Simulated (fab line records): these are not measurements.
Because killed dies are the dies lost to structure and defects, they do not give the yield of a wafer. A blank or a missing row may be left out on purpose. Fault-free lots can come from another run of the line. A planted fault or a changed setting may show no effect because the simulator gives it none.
Matching of chambers / flow n5 finfet / rie diel-02 running N5_BEOL_M5_ETCH_68: 4 sister chambers
The step etches SOC in N2/H2, target depth 80 nm, overetch 16 nm, time 120 s. 24 wafers are shown with their chamber, then 12 later ones without.

WAFERS PAIRED WITH THEIR CHAMBERS
wafer=L074.1; chamber=3; drypump motor current A (A)=5.78; showerhead plenum p Torr (Torr)=2.62; rf vpp V (V)=525.7
wafer=L074.4; chamber=2; drypump motor current A (A)=5.48; showerhead plenum p Torr (Torr)=2.66; rf vpp V (V)=525.3
wafer=L074.6; chamber=0; drypump motor current A (A)=5.87; showerhead plenum p Torr (Torr)=2.42; rf vpp V (V)=520.4
wafer=L075.2; chamber=2; drypump motor current A (A)=5.46; showerhead plenum p Torr (Torr)=2.66; rf vpp V (V)=525.9
wafer=L075.3; chamber=1; drypump motor current A (A)=6.34; showerhead plenum p Torr (Torr)=2.64; rf vpp V (V)=525.1
wafer=L075.5; chamber=0; drypump motor current A (A)=5.84; showerhead plenum p Torr (Torr)=2.42; rf vpp V (V)=520.6
wafer=L078.1; chamber=0; drypump motor current A (A)=5.85; showerhead plenum p Torr (Torr)=2.41; rf vpp V (V)=520.3
wafer=L078.5; chamber=0; drypump motor current A (A)=5.88; showerhead plenum p Torr (Torr)=2.42; rf vpp V (V)=521.0
wafer=L078.6; chamber=3; drypump motor current A (A)=5.82; showerhead plenum p Torr (Torr)=2.62; rf vpp V (V)=524.3
wafer=L081.2; chamber=3; drypump motor current A (A)=5.80; showerhead plenum p Torr (Torr)=2.62; rf vpp V (V)=525.6
wafer=L081.4; chamber=2; drypump motor current A (A)=5.47; showerhead plenum p Torr (Torr)=2.65; rf vpp V (V)=525.5
wafer=L081.5; chamber=2; drypump motor current A (A)=5.47; showerhead plenum p Torr (Torr)=2.65; rf vpp V (V)=525.2
wafer=L084.4; chamber=2; drypump motor current A (A)=5.46; showerhead plenum p Torr (Torr)=2.65; rf vpp V (V)=525.6
wafer=L084.5; chamber=1; drypump motor current A (A)=6.33; showerhead plenum p Torr (Torr)=2.64; rf vpp V (V)=526.5
wafer=L084.6; chamber=0; drypump motor current A (A)=5.86; showerhead plenum p Torr (Torr)=2.41; rf vpp V (V)=519.8
wafer=L087.4; chamber=0; drypump motor current A (A)=5.84; showerhead plenum p Torr (Torr)=2.41; rf vpp V (V)=519.4
wafer=L087.5; chamber=2; drypump motor current A (A)=5.46; showerhead plenum p Torr (Torr)=2.65; rf vpp V (V)=527.0
wafer=L087.6; chamber=1; drypump motor current A (A)=6.32; showerhead plenum p Torr (Torr)=2.64; rf vpp V (V)=526.0
wafer=L086.2; chamber=1; drypump motor current A (A)=6.33; showerhead plenum p Torr (Torr)=2.63; rf vpp V (V)=526.4
wafer=L086.5; chamber=3; drypump motor current A (A)=5.82; showerhead plenum p Torr (Torr)=2.62; rf vpp V (V)=525.8
wafer=L086.6; chamber=2; drypump motor current A (A)=5.46; showerhead plenum p Torr (Torr)=2.65; rf vpp V (V)=526.2
wafer=L088.1; chamber=3; drypump motor current A (A)=5.83; showerhead plenum p Torr (Torr)=2.61; rf vpp V (V)=525.3
wafer=L088.2; chamber=2; drypump motor current A (A)=5.48; showerhead plenum p Torr (Torr)=2.65; rf vpp V (V)=525.8
wafer=L088.4; chamber=0; drypump motor current A (A)=5.81; showerhead plenum p Torr (Torr)=2.41; rf vpp V (V)=520.1

SIGNATURES, as means of the wafers listed above
reading=drypump motor current A; chamber 0=5.8500; chamber 1=6.3300; chamber 2=5.4675; chamber 3=5.8100; scatter within a chamber=0.0167
reading=showerhead plenum p Torr; chamber 0=2.4143; chamber 1=2.6375; chamber 2=2.6525; chamber 3=2.6180; scatter within a chamber=0.00488
reading=rf vpp V; chamber 0=520.229; chamber 1=526.000; chamber 2=525.812; chamber 3=525.340; scatter within a chamber=0.579
Rule: for a wafer and a chamber, the distance is found by dividing, reading by reading, the gap between the wafer's reading and the chamber's mean by the reading's scatter, squaring, summing and taking the root. If the next closest chamber is less than 2 further off than the closest, the wafer can't be placed; otherwise it belongs to the closest. How the scatter is found: for the shown wafers, subtract from each reading the mean of its chamber, square and add these, divide the total by (wafers less chambers), then take the root.

WAFERS MISSING THEIR CHAMBER
wafer=L089.1; drypump motor current A (A)=5.84; showerhead plenum p Torr (Torr)=2.61; rf vpp V (V)=524.8
wafer=L089.5; drypump motor current A (A)=5.46; showerhead plenum p Torr (Torr)=2.64; rf vpp V (V)=525.6
wafer=L089.6; drypump motor current A (A)=6.35; showerhead plenum p Torr (Torr)=2.63; rf vpp V (V)=526.7
wafer=L092.1; drypump motor current A (A)=5.83; showerhead plenum p Torr (Torr)=2.41; rf vpp V (V)=519.9
wafer=L092.2; drypump motor current A (A)=5.46; showerhead plenum p Torr (Torr)=2.64; rf vpp V (V)=525.1
wafer=L092.3; drypump motor current A (A)=6.34; showerhead plenum p Torr (Torr)=2.63; rf vpp V (V)=525.0
wafer=L095.1; drypump motor current A (A)=5.81; showerhead plenum p Torr (Torr)=2.61; rf vpp V (V)=524.8
wafer=L095.4; drypump motor current A (A)=6.32; showerhead plenum p Torr (Torr)=2.63; rf vpp V (V)=525.9
wafer=L095.5; drypump motor current A (A)=5.84; showerhead plenum p Torr (Torr)=2.61; rf vpp V (V)=525.1
wafer=L096.1; drypump motor current A (A)=6.33; showerhead plenum p Torr (Torr)=2.63; rf vpp V (V)=528.0
wafer=L096.2; drypump motor current A (A)=5.46; showerhead plenum p Torr (Torr)=2.64; rf vpp V (V)=526.9
wafer=L096.4; drypump motor current A (A)=5.79; showerhead plenum p Torr (Torr)=2.61; rf vpp V (V)=524.6

WHICH CHAMBER EACH ONE RAN IN
wafer=L089.1; from the rows above=3; in truth=3
wafer=L089.5; from the rows above=2; in truth=2
wafer=L089.6; from the rows above=1; in truth=1
wafer=L092.1; from the rows above=0; in truth=0
wafer=L092.2; from the rows above=2; in truth=2
wafer=L092.3; from the rows above=1; in truth=1
wafer=L095.1; from the rows above=3; in truth=3
wafer=L095.4; from the rows above=1; in truth=1
wafer=L095.5; from the rows above=3; in truth=3
wafer=L096.1; from the rows above=1; in truth=1
wafer=L096.2; from the rows above=2; in truth=2
wafer=L096.4; from the rows above=3; in truth=3
Correct placement for 12 of the 12. From these rows, 0 cannot be placed. 0 placed wrongly.
